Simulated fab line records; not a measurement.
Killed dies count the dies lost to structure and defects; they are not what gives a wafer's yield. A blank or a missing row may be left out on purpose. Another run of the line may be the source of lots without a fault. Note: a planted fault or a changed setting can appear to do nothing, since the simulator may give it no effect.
What tool caused it? | flow n5-finfet | Sampling: 24 lots, 72 wafers, 3 of 1938 route steps

WHAT EACH GAUGE READ, for each wafer
N5_BEOL_M1_THK_MEAS_53: measures by xrf.
lot  | measured     | on            | M1_THK (nm)
L074 | day 6 16:35  | film-metro-01 | 40.0 39.8 38.7
L075 | day 6 19:41  | film-metro-02 | 40.0 37.4 38.7
L076 | day 6 23:43  | film-metro-01 | 39.2 39.0 40.6
L077 | day 7 03:17  | film-metro-01 | 38.6 42.1 41.9
L078 | day 7 16:11  | film-metro-02 | 39.2 40.1 40.4
L079 | day 7 21:42  | film-metro-01 | 40.6 40.8 39.8
L080 | day 8 04:16  | film-metro-02 | 37.1 38.6 38.1
L081 | day 8 08:30  | film-metro-01 | 38.3 38.8 40.1
L082 | day 8 12:04  | film-metro-02 | 37.5 40.7 38.4
L083 | day 9 01:52  | film-metro-01 | 37.8 35.7 38.4
L084 | day 9 02:54  | film-metro-02 | 36.9 38.9 38.9
L085 | day 9 06:37  | film-metro-01 | 38.5 39.0 40.8
L086 | day 9 14:18  | film-metro-01 | 38.5 38.1 39.3
L087 | day 9 16:56  | film-metro-01 | 37.7 38.1 39.9
L088 | day 10 11:37 | film-metro-02 | 37.7 38.7 38.6
L090 | day 10 14:33 | film-metro-02 | 39.3 41.7 42.6
L089 | day 10 16:40 | film-metro-01 | 37.9 36.3 39.3
L091 | day 10 19:49 | film-metro-02 | 39.4 41.2 42.1
L092 | day 10 23:40 | film-metro-01 | 39.9 39.9 40.9
L093 | day 11 08:56 | film-metro-02 | 39.1 42.8 40.9
L094 | day 11 16:19 | film-metro-01 | 41.1 40.4 42.2
L095 | day 11 20:12 | film-metro-01 | 40.7 41.2 39.7
L096 | day 12 05:23 | film-metro-02 | 36.2 39.8 37.6
L097 | day 12 07:28 | film-metro-02 | 38.0 39.2 41.5

N5_BEOL_M2_THK_MEAS_01.
lot  | measured     | on            | M2_ILD_THK (nm)
L074 | day 6 17:07  | film-metro-01 | 77.5 78.2 79.5
L075 | day 6 20:04  | film-metro-01 | 78.4 80.1 80.6
L076 | day 7 00:06  | film-metro-01 | 80.1 80.2 79.6
L077 | day 7 03:41  | film-metro-02 | 79.7 81.3 79.7
L078 | day 7 16:35  | film-metro-02 | 78.8 79.7 80.1
L079 | day 7 22:05  | film-metro-02 | 77.8 77.9 79.1
L080 | day 8 04:39  | film-metro-01 | 78.6 79.7 80.1
L081 | day 8 08:56  | film-metro-02 | 78.0 79.2 80.4
L082 | day 8 12:28  | film-metro-02 | 78.2 79.8 80.9
L083 | day 9 02:16  | film-metro-01 | 79.8 80.8 79.9
L084 | day 9 03:30  | film-metro-01 | 78.1 78.5 78.8
L085 | day 9 07:01  | film-metro-01 | 79.6 80.8 80.7
L086 | day 9 14:49  | film-metro-02 | 78.3 78.3 78.9
L087 | day 9 17:20  | film-metro-01 | 77.8 78.9 79.8
L088 | day 10 12:01 | film-metro-02 | 78.6 78.3 79.3
L090 | day 10 14:58 | film-metro-01 | 80.0 81.1 80.2
L089 | day 10 17:05 | film-metro-02 | 77.1 78.9 79.2
L091 | day 10 20:13 | film-metro-01 | 78.5 80.3 80.9
L092 | day 11 00:05 | film-metro-01 | 77.2 78.3 79.7
L093 | day 11 09:20 | film-metro-02 | 79.0 79.7 79.0
L094 | day 11 16:46 | film-metro-02 | 78.2 78.0 80.7
L095 | day 11 20:35 | film-metro-01 | 78.5 80.2 81.0
L096 | day 12 05:46 | film-metro-01 | 79.0 80.9 80.1
L097 | day 12 07:51 | film-metro-02 | 78.8 78.5 79.2

TOOL THAT RAN EACH LOT (tool first, then ch and the chambers of the sampled wafers, then the start)
lot  | N5_BEOL_M1_SPUTTER_81
L074 | pvd-sputter-01, day 6 14:28
L075 | pvd-sputter-03, day 6 17:34
L076 | pvd-sputter-01, day 6 21:36
L077 | pvd-sputter-02, day 7 00:50
L078 | pvd-sputter-01, day 7 13:39
L079 | pvd-sputter-01, day 7 18:11
L080 | pvd-sputter-01, day 8 02:09
L081 | pvd-sputter-03, day 8 06:24
L082 | pvd-sputter-03, day 8 09:58
L083 | pvd-sputter-02, day 8 23:46
L084 | pvd-sputter-03, day 9 00:35
L085 | pvd-sputter-01, day 9 03:20
L086 | pvd-sputter-03, day 9 11:59
L087 | pvd-sputter-03, day 9 14:29
L088 | pvd-sputter-02, day 10 09:28
L090 | pvd-sputter-02, day 10 12:26
L089 | pvd-sputter-03, day 10 14:32
L091 | pvd-sputter-02, day 10 17:42
L092 | pvd-sputter-01, day 10 21:27
L093 | pvd-sputter-03, day 11 06:38
L094 | pvd-sputter-02, day 11 14:13
L095 | pvd-sputter-02, day 11 18:05
L096 | pvd-sputter-01, day 12 03:16
L097 | pvd-sputter-01, day 12 05:21
- N5_BEOL_M1_SPUTTER_81: material Cu, target thk 4.5 nm, time 8.29 s.

AS READ BY THE TOOLS THEMSELVES (means over the sampled wafers that have a number; for cases with no such wafer, the mark the record gives instead)
N5_BEOL_M1_SPUTTER_81.
lot  | tool           | throttle-valve-pct (%)
L074 | pvd-sputter-01 | 28.8
L075 | pvd-sputter-03 | 30.8
L076 | pvd-sputter-01 | 29.4
L077 | pvd-sputter-02 | 29.6
L078 | pvd-sputter-01 | 29.6
L079 | pvd-sputter-01 | 28.9
L080 | pvd-sputter-01 | 29.6
L081 | pvd-sputter-03 | 29.5
L082 | pvd-sputter-03 | 30.3
L083 | pvd-sputter-02 | 30.4
L084 | pvd-sputter-03 | 29.6
L085 | pvd-sputter-01 | 30.1
L086 | pvd-sputter-03 | 30.8
L087 | pvd-sputter-03 | 30.5
L088 | pvd-sputter-02 | 30.0
L090 | pvd-sputter-02 | 29.4
L089 | pvd-sputter-03 | 31.0
L091 | pvd-sputter-02 | 29.2
L092 | pvd-sputter-01 | 28.8
L093 | pvd-sputter-03 | 30.8
L094 | pvd-sputter-02 | 29.5
L095 | pvd-sputter-02 | 30.3
L096 | pvd-sputter-01 | 28.9
L097 | pvd-sputter-01 | 30.2

THE ANSWER, worked out from the rows above alone
Rule: usual is defined by the lots themselves. The widest of any qualifying gaps counts: lots, ordered by their means at a reading, are off when they make up no more than a third of the lots, leave a main group of 4 or more, and stand apart from it by 3 or more times the standard deviation of that group's means. Not used: any main group whose means are identical at the precision the tables above print for the reading. Also off: a lot with no number at a reading for which 4 or more lots have one. All remaining lots with rows at the step are treated as sound. The gauges are gone through in route order, then the tools' own readings, and for those a lot's mean is taken as printed above. The first step at which some lot is off is used, and at that step the reading that is off furthest; a lot without a number counts as furthest.
Nothing can be told from this: no lot is off at any reading shown.

WHAT THE SIMULATOR PUT IN
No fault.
